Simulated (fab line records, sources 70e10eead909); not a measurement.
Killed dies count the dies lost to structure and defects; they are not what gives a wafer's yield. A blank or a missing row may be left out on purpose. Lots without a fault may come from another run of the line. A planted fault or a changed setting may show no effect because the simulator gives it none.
Chamber matching    flow nand_harc    4 sister chambers for NHARC_P_M0_DESCUM_14 on rie_diel-09
The step chemistry O2, time 3 s. 8 wafers are shown with their chamber, then 10 later ones without.

== WAFERS WITH THEIR CHAMBER ==
wafer   chamber  drypump_motor_current_A (A)  oes_product_au (a.u.)
L083.5  3        5.9                          0.985
L086.1  1        5.7                          1.002
L086.3  3        5.9                          0.987
L085.3  0        5.5                          0.996
L085.4  2        6.2                          0.993
L085.5  2        6.2                          0.997
L092.2  1        5.7                          0.995
L092.3  0        5.6                          0.992

== WAFERS WHOSE CHAMBER IS MISSING ==
wafer   drypump_motor_current_A (A)  oes_product_au (a.u.)
L092.6  5.9                          0.979
L094.2  5.5                          1.003
L094.4  6.0                          0.986
L094.6  6.2                          1.001
L097.1  5.7                          0.996
L097.2  5.6                          0.999
L097.5  6.2                          1.005
L096.3  5.9                          0.986
L096.4  5.7                          0.998
L096.5  5.6                          0.994

== CHAMBER TAKEN BY EACH ==
wafer   from the rows above      in truth
L092.6  3                        3
L094.2  0                        0
L094.4  3                        3
L094.6  2                        2
L097.1  1                        1
L097.2  can't be placed: 0 or 1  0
L097.5  2                        2
L096.3  3                        3
L096.4  1                        1
L096.5  can't be placed: 0 or 1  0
8 of 10 placed correctly. Unplaceable from these rows: 2, with the true chamber sitting among the candidates in 2. Wrongly placed: 0.
How it was worked out, from the rows above alone: a wafer's distance from a chamber is the root of the sum, over the readings, of the square of ((its reading less the chamber's mean) divided by the reading's scatter). If the next closest chamber is less than 2 further off than the closest, the wafer can't be placed; otherwise it belongs to the closest. Each chamber's mean is taken over the wafers shown for it. How the scatter is found: for the shown wafers, subtract from each reading the mean of its chamber, square and add these, divide the total by (wafers less chambers), then take the root.
